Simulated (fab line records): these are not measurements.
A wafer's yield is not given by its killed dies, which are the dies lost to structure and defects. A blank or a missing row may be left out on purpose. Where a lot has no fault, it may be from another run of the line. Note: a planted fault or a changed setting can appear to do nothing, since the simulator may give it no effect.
fab line records    flow n5-finfet    part 2 of 2: steps 21 to 30 of 30
record: lots: 5  wafers: 15  last-day: 15
route steps=1938 shown BEOL_M14@1743
lots with no fault: from the same line, run without faults
start-h: the number of hours between the record's first day and the start of the first shown wafer of the lot    wait-h: hours elapsed since this lot's preceding step    " as in the row above    L1.1+2: one row covering several wafers at once    - no value, or no start was given    * or withheld: withheld    < > ~ a bound
route shown NAME@n: names a module that has steps shown in the file, with the first one's number in the route    usual: mean and standard deviation over wafers with no fault    same: alike in all rows    chamber/n: place in a boat    sites: each site's reading    _std_site: how widely they spread, as a standard deviation    _edge_site: outer sites' mean less inner sites'    radius-mm: how far each site lies from the wafer's centre    mask NAME#n: copy n    behind: the tool/chamber that last shaped the wafer    hold: cause of the lot's hold/its duration in hours/its outcome    device: the transistor (n, p or np) that didn't switch    end of line: at the end of the route, the tests of the same wafers    a step with no rows: only its recipe    killed: at the first sort, the dies lost to defects and structure; wafer yield is something else    map: the dies of a wafer, with x for killed, . for not killed, _ for no die there
set.NAME: the setting that was run; set.NAME@STEP: the one run at that earlier step    model.NAME: the simulator's own value behind a step, which no gauge read
certain route steps with their lots: each step a table, each wafer a row
services: a tool's chamber out of use, with start hour (start-h, from the record's first day; less than 0 if before it), hours out, and reason
== steps ==
step: N5_BEOL_M14_SPUTTER_44
recipe: material: Ta  target-thk-a: 150  temp-c: 50  bias-v: 80  power-w: 15000  chamber-pressure-pa: 0.07  time-s: 24.19
usual: throttle-valve-pct: 29.7/1.1
lot.wafer  tool            chamber  start-h  wait-h  throttle-valve-pct
L076.1     pvd-sputter-03  -        256.97   0.0     29.9
L076.2     "               -        "        "       28.1
L076.5     "               -        "        "       27.9
L081.3     pvd-sputter-02  -        282.84   0.0     30.0
L081.4     "               -        "        "       29.4
L081.6     "               -        "        "       30.8
L085.1     pvd-sputter-03  -        305.22   0.0     30.0
L085.3     "               -        "        "       28.1
L085.5     "               -        "        "       31.1
L087.3     pvd-sputter-03  -        327.92   0.0     29.8
L087.4     "               -        "        "       27.6
L087.5     "               -        "        "       29.5
L086.3     pvd-sputter-03  -        330.78   0.0     30.0
L086.5     "               -        "        "       29.3
L086.6     "               -        "        "       31.5
step: N5_BEOL_M14_SPUTTER_45
recipe: material: Cu  target-thk-a: 1000  temp-c: -20  bias-v: 60  power-w: 26000  chamber-pressure-pa: 0.13  time-s: 16.67
usual: throttle-valve-pct: 29.7/1
lot.wafer  tool            chamber  start-h  wait-h  throttle-valve-pct
L076.1     pvd-sputter-03  -        257.05   0.0     30.1
L076.2     "               -        "        "       27.8
L076.5     "               -        "        "       27.6
L081.3     pvd-sputter-02  -        282.92   0.0     30.0
L081.4     "               -        "        "       29.9
L081.6     "               -        "        "       30.3
L085.1     pvd-sputter-03  -        305.30   0.0     29.8
L085.3     "               -        "        "       28.1
L085.5     "               -        "        "       31.3
L087.3     pvd-sputter-03  -        328.00   0.0     30.1
L087.4     "               -        "        "       27.9
L087.5     "               -        "        "       29.4
L086.3     pvd-sputter-03  -        330.86   0.0     29.7
L086.5     "               -        "        "       29.3
L086.6     "               -        "        "       31.0
step: N5_BEOL_M14_ECD_47
recipe: material: Cu  target-thk-a: 12480
lot.wafer   tool       chamber  start-h  wait-h
L076.1+2+5  ecd-cu-01  0,1,1    257.16   0.1
L081.3+4+6  ecd-cu-01  1,0,1    283.09   0.1
L085.1+3+5  ecd-cu-02  0        305.41   0.1
L087.3+4+5  ecd-cu-02  1,0,1    328.17   0.1
L086.3+5+6  ecd-cu-02  1,1,0    331.03   0.1
step: N5_BEOL_M14_ANNEAL_48
recipe: temp-c: 225  time-s: 90  ambient: N2
usual: wafer_temp_C_max: 226.1/0.38
lot.wafer  tool           chamber  start-h  wait-h  wafer_temp_C_max
L076.1     rtp-anneal-02  0        257.69   0.5     226.5
L076.2     "              0        "        "       226.2
L076.5     "              0        "        "       226.3
L081.3     rtp-anneal-02  0        283.51   0.4     226.1
L081.4     "              0        "        "       226.1
L081.6     "              0        "        "       226.2
L085.1     rtp-anneal-01  0        305.67   0.2     225.8
L085.3     "              0        "        "       225.9
L085.5     "              0        "        "       225.7
L087.3     rtp-anneal-02  0        328.40   0.2     226.8
L087.4     "              0        "        "       226.1
L087.5     "              0        "        "       226.5
L086.3     rtp-anneal-01  0        331.26   0.2     225.9
L086.5     "              0        "        "       226.0
L086.6     "              0        "        "       225.9
step: N5_BEOL_M14_CMP_49
recipe: stop-on: SiO2  t-overpolish-s: 5.2  down-force-psi: 2  platen-rpm: 80  clearing-platen-down-force-psi: 2  clearing-platen-rpm: 80  post-cmp-clean: cu-alkaline  target-thk-nm: 560  clearing-platen-pad-velocity-m-s: 1.5917  pad-velocity-m-s: 1.5917
usual: barrier-field-endpoint-s: 11.4/0.33  motor-current-A: 8.4/1  overpolish-run-s: 5.199/0.0096  pad-life-wafers: 817/580  time-to-endpoint-s: 122/5.5
lot.wafer  tool    chamber  start-h  wait-h  barrier-field-endpoint-s  motor-current-A  overpolish-run-s  pad-life-wafers  time-to-endpoint-s
L076.2     cmp-01  0        258.02   0.2     11.4                      6.8              5.195             2185             119
L076.1     "       2        "        "       11.3                      7.9              5.197             2187             121
L076.5     "       0        "        "       11.3                      6.8              5.196             -                119
L081.3     cmp-02  0        283.72   0.2     10.9                      8.1              5.183             1974             117
L081.4     "       3        "        "       10.8                      9.2              5.211             1977             115
L081.6     "       0        "        "       10.9                      8.0              5.184             -                116
L085.1     cmp-03  3        306.05   0.3     11.2                      9.3              5.189             602              116
L085.3     "       0        "        "       11.5                      7.1              5.201             603              125
L085.5     "       2        "        "       11.6                      9.8              5.206             -                127
L087.4     cmp-02  0        328.67   0.2     11.2                      8.3              5.182             235              121
L087.3     "       2        "        "       11.2                      8.4              5.210             237              122
L087.5     "       3        "        "       11.3                      8.7              5.196             -                121
L086.3     cmp-01  3        331.46   0.2     11.9                      8.6              5.193             462              132
L086.6     "       3        "        "       12.0                      8.6              5.174             -                130
L086.5     "       0        "        "       11.5                      6.5              5.202             -                121
step: N5_BEOL_M14_THK_MEAS_50
recipe: thk-meas-gauge: xrf  reads: Cu_of_BEOL_M14_ECD_47
usual: M14_THK: 540/12
lot.wafer  tool           chamber  start-h  wait-h  M14_THK[nm]
L076.1     film-metro-01  -        258.28   -       544
L076.2     "              -        "        "       549
L076.5     "              -        "        "       541
L081.3     film-metro-01  -        284.02   -       530
L081.4     "              -        "        "       538
L081.6     "              -        "        "       538
L085.1     film-metro-02  -        306.26   -       534
L085.3     "              -        "        "       523
L085.5     "              -        "        "       537
L087.3     film-metro-02  -        328.93   -       519
L087.4     "              -        "        "       523
L087.5     "              -        "        "       517
L086.3     film-metro-01  -        331.76   -       540
L086.5     "              -        "        "       562
L086.6     "              -        "        "       538
step: N5_BEOL_M14_PRE_CLEAN_52
recipe: gas: NH3  time-s: 15  temp-c: withheld  rf-power-w: 300
lot.wafer  tool      chamber  start-h  wait-h  since-wet-clean-h
L076.1     pecvd-01  1        258.32   0.0     1506
L076.2     "         2        "        "       0
L076.5     "         2        "        "       -
L081.3     pecvd-01  1        284.05   0.0     1532
L081.4     "         0        "        "       -
L081.6     "         2        "        "       -
L085.1     pecvd-01  1        306.30   0.0     1554
L085.3     "         2        "        "       48
L085.5     "         2        "        "       -
L087.3     pecvd-02  1        328.96   0.0     2120
L087.4     "         1        "        "       -
L087.5     "         0        "        "       -
L086.3     pecvd-02  2        331.79   0.0     644
L086.5     "         1        "        "       -
L086.6     "         0        "        "       -
step: N5_BEOL_M14_DEP_53
recipe: material: SiCN  target-thk-a: 500  temp-c: withheld  precursor: 3MS/NH3  pressure-torr: 3  rf-w: 675  time-s: 17.8
usual: chamber-pressure-Torr: 3.000/0.0065  showerhead-plenum-p-Torr: 4.171/0.026  throttle-valve-pct: 18.0/0.91
lot.wafer  tool      chamber  start-h  wait-h  chamber-pressure-Torr  showerhead-plenum-p-Torr  since-wet-clean-h  throttle-valve-pct
L076.1     pecvd-01  1        258.34   0.0     2.994                  4.196                     1506               19.2
L076.2     "         2        "        "       3.005                  4.174                     0                  16.7
L076.5     "         2        "        "       3.011                  4.172                     -                  16.9
L081.3     pecvd-01  1        284.08   0.0     2.998                  4.200                     1532               19.2
L081.4     "         0        "        "       2.988                  4.136                     -                  18.0
L081.6     "         2        "        "       3.001                  4.179                     -                  17.0
L085.1     pecvd-01  1        306.33   0.0     2.994                  4.204                     1554               19.3
L085.3     "         2        "        "       3.003                  4.176                     48                 17.0
L085.5     "         2        "        "       3.003                  4.171                     -                  16.8
L087.3     pecvd-02  1        328.99   0.0     3.001                  4.192                     2120               17.8
L087.4     "         1        "        "       3.002                  4.187                     -                  18.0
L087.5     "         0        "        "       2.994                  4.157                     -                  19.3
L086.3     pecvd-02  2        331.82   0.0     3.002                  4.160                     644                17.7
L086.5     "         1        "        "       2.985                  4.188                     -                  17.8
L086.6     "         0        "        "       2.994                  4.171                     -                  19.1
step: N5_BEOL_M14_RS_MEAS_54
recipe: thk-meas-gauge: four-point-probe  reads: Cu_of_BEOL_M14_ECD_47+Ta_of_BEOL_M14_SPUTTER_44+TaN_of_BEOL_M14_SPUTTER_43
usual: M14_RS: 0.0338/0.00077
lot.wafer  tool           chamber  start-h  wait-h  M14_RS[ohm/sq]
L076.1     film-metro-02  -        258.41   0.0     0.0335
L076.2     "              -        "        "       0.0331
L076.5     "              -        "        "       0.0335
L081.3     film-metro-01  -        284.15   0.1     0.0346
L081.4     "              -        "        "       0.0342
L081.6     "              -        "        "       0.0344
L085.1     film-metro-02  -        306.39   0.0     0.0341
L085.3     "              -        "        "       0.0348
L085.5     "              -        "        "       0.0339
L087.3     film-metro-02  -        329.06   0.1     0.0348
L087.4     "              -        "        "       0.0346
L087.5     "              -        "        "       0.0348
L086.3     film-metro-02  -        331.89   0.1     0.0341
L086.5     "              -        "        "       0.0326
L086.6     "              -        "        "       0.0341
step: N5_BEOL_M14_INSPECT_55
recipe: inspect-instrument: darkfield  mode: post-dep
usual: raw-defect-count: 75/30
lot.wafer  tool               chamber  start-h  wait-h  raw-defect-count
L076.1     defect-inspect-02  -        258.43   0.0     87
L076.2     "                  -        "        "       84
L076.5     "                  -        "        "       88
L081.3     defect-inspect-01  -        284.17   0.0     68
L081.4     "                  -        "        "       72
L081.6     "                  -        "        "       69
L085.1     defect-inspect-01  -        306.42   0.0     99
L085.3     "                  -        "        "       66
L085.5     "                  -        "        "       98
L087.3     defect-inspect-01  -        329.08   0.0     210
L087.4     "                  -        "        "       140
L087.5     "                  -        "        "       135
L086.3     defect-inspect-01  -        331.91   0.0     67
L086.5     "                  -        "        "       44
L086.6     "                  -        "        "       40
== services ==
tool            chamber  start-h  hours  kind
litho-track-01  -        235.54   -      consumable-replace:filter
rie-diel-05     1        253.43   2.5    repair
wet-bench-06    -        256.14   4.4    pm
cmp-01          -        258.90   4.0    pm
cmp-03          -        262.06   3.9    pm
litho-track-01  -        264.64   -      consumable-replace:filter
pecvd-01        0        265.44   4.3    repair
cmp-01          -        272.01   6.9    pm
rie-diel-02     -        273.16   0.6    repair
rie-diel-05     -        278.82   0.5    repair
wet-bench-06    -        282.13   0.8    repair
rie-diel-05     2        282.21   3.3    repair
wet-bench-06    -        284.40   2.3    repair
wet-bench-01    -        285.59   1.9    pm
rie-diel-04     1        289.29   -      clean
rie-diel-04     1        289.29   -      consumable-replace:focus-ring
rie-diel-04     1        289.29   17.8   scheduled-down
rie-diel-04     1        289.29   17.8   vent-cycle
cmp-02          -        298.56   4.0    pm
rie-diel-02     3        310.74   16.3   repair
pecvd-02        -        318.61   0.8    repair
litho-track-01  -        320.78   -      consumable-replace:filter
cmp-01          -        321.72   7.3    repair
rie-diel-04     0        330.12   3.0    repair
